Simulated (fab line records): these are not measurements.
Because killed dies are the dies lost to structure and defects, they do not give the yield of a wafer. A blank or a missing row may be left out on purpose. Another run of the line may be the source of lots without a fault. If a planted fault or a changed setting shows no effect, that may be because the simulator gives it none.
A lot that was struck, set against a sound lot + flow n5 finfet + 37 steps out of a route of 1938
Sound: these wafers, L550.1, L550.3, L550.6. The struck wafers were L544.3, L544.4, L544.6. The cause is given at the end.
Per side, at each step with rows, come the tool, then ch with its chambers, and then its first start. Under that, the readings that differ: sound wafers + struck wafers + difference of the means + sigmas: that difference in standard deviations of wafers without a fault.
alike: same words and numbers on both sides, and readings whose means sit less than 2 such deviations apart. not compared: any withheld reading, any reading some wafer has no value for, any bound like >300 that may hide the same value, and any number with overlapping values for which the record gives no deviation.
A row with sigmas, a row that says differs or no value, or rows on one side alone: a step with any of these is where the two part. Numbers that don't overlap but have no deviation are shown without sigmas and don't part them. A reading that every wafer of one side lacks parts them only if that side has two wafers or more.

first, 9 steps without rows for these wafers: N5_BEOL_M4_ANNEAL_95 (time 240 s); N5_BEOL_M4_SPUTTER_96 (material Cu, target thk 4.5 nm, time 8.29 s); N5_BEOL_M4_ECD_50 (material Cu, target thk 300 nm); N5_BEOL_M4_ANNEAL_51 (time 90 s); N5_BEOL_M4_CMP_52 (polishes, stops on SiOC, t overpolish 6.8 s, target thk 40 nm); N5_BEOL_M4_PRE_CLEAN_60 (time 15 s); N5_BEOL_M4_CO_CAP_55 (material Co, precursor CCTBA/H2, target thk 2 nm, time 102.1 s); N5_BEOL_M4_PRE_CLEAN_56 (time 15 s); N5_BEOL_M4_DEP_57 (deposits SiCN from 3MS/NH3, target thk 8 nm, time 14 s).
N5_BEOL_M4_RC_MEAS_101:
  sound on prober-01 ch 0, day 12 04:05; struck on prober-01 ch 0, day 10 20:33
  alike: DIBL_N, DIBL_P, IOFF_N, IOFF_P, ION_N, ION_P, SS_N, SS_P, VT_N, VT_P
then, 24 steps without rows for these wafers: N5_BEOL_M5_ILD_DEP_00 (deposits SiCOH lowk from DEMS/porogen, target thk 140.64 nm, time 25.9 s); N5_BEOL_M5_CURE_79 (cures SiCOH lowk, time 240 s); N5_BEOL_M5_PECVD_70 (deposits SiO2 from TEOS/O2, target thk 16 nm, time 18 s); N5_BEOL_M5_HM_DEP_02 (deposits TiN, target thk 20 nm); N5_BEOL_M5_COAT_59 (time 60 s, resist thk 60 nm); N5_BEOL_M5_COAT_60 (time 60 s, resist thk 12 nm); N5_BEOL_M5_COAT_71 (time 60 s, resist thk 5 nm); N5_BEOL_M5_COAT_05 (resist thk 30 nm); N5_BEOL_M5_EBR_07; N5_BEOL_M5_SOFTBAKE_06 (time 60 s); N5_BEOL_M5_EXPOSE_08 (exposes mask M5, target cd 28 nm); N5_BEOL_M5_PEB_09 (peb time 60 s); N5_BEOL_M5_DEVELOP_10 (develop time 30 s); N5_BEOL_M5_DESCUM_16 (chemistry O2, time 7 s); N5_BEOL_M5_ETCH_72 (etches underlayer in N2/H2, target depth 6.5 nm, time 5.2 s); N5_BEOL_M5_ETCH_61 (etches SiARC in CF4, target depth 15.6 nm, time 26 s); N5_BEOL_M5_ETCH_62 (etches SOC in N2/H2, target depth 75 nm, overetch 15 nm, time 112.5 s); N5_BEOL_M5_STRIP_63 (strips in N2/H2); N5_BEOL_M5_STRIP_73 (strips in N2/H2); N5_BEOL_M5_STRIP_64 (strips in CF4); N5_BEOL_M5_HM_OPEN_17 (chemistry Cl2/BCl3, target TiN, target depth 20 nm, overetch 6 nm); N5_BEOL_M5_STRIP_19 (strips in O2); N5_BEOL_M5_COAT_65 (time 60 s, resist thk 60 nm); N5_BEOL_M5_COAT_66 (time 60 s, resist thk 12 nm).
N5_BEOL_M6_ALD_77: deposits TaN, target thk 2 nm, pulse time 2 s, purge time 3 s.
  sound on ald metal-03 ch 0,2,3, day 13 00:45; struck on ald metal-02 ch 0,2,3, day 11 21:28
  no value came back on the struck wafers for ald cycles, chamber pressure Torr (Torr), heater power w (W), susceptor temp C (C); on the sound wafers ald cycles reads 40 40 40
N5_BEOL_M6_CMP_52: polishes, stops on SiCOH lowk, t overpolish 6.9 s, target thk 80 nm.
  sound on cmp-03 ch 1,2, day 13 03:02; struck on cmp-03 ch 1,2,3, day 12 00:39
| reading                      | sound          | struck         | difference | sigmas |
|------------------------------|----------------|----------------|------------|--------|
| barrier field endpoint s (s) | 27.8 28.1 29.1 | 26.0 25.9 26.8 | -2.1       | -3     |
  alike: motor current A
-- a jump in the record: the struck wafers' starts before and after are 4 days apart (it breaks off in module BEOL_M6 and resumes in module PASSIVATION, where the first step shown is number 1936 of the route) --
N5_PASSIVATION_PROBE_49:
  sound on prober-02, day 16 21:44; struck on prober-01, day 15 18:47
| reading                  | sound          | struck            | difference | sigmas      |
|--------------------------|----------------|-------------------|------------|-------------|
| defect limited yield (%) | 92.4 90.3 91.9 | 0 0 0             | -92        | -70         |
| killed_at_M4_up          | 7 16 12        | 1073 1085 1104    | +1076      | +99 or more |
| killed dies              | 90 114 96      | 1180 1180 1180    | +1080      | +72         |
| killed on rim            | 13 17 15       | 152 152 152       | +137       | +30         |
| sort_bin_4_leakage (%)   | 0 0 0          | 89.58 90.68 92.37 | +90.88     |             |
| sort n pass              | 1090 1066 1084 | 0 0 0             | -1080      | -72         |
| sort yield pct (%)       | 92.4 90.3 91.9 | 0 0 0             | -92        | -70         |
  alike: killed_at_M0_to_M3, killed at contacts, killed at front end, killed at other, killed open, killed short, sort_bin_5_function, sort_bin_6_memory

== WHERE THEY PART ==
Earliest at N5_BEOL_M6_ALD_77; latest, in this record, at N5_PASSIVATION_PROBE_49.

WHY: whatever the simulator had introduced
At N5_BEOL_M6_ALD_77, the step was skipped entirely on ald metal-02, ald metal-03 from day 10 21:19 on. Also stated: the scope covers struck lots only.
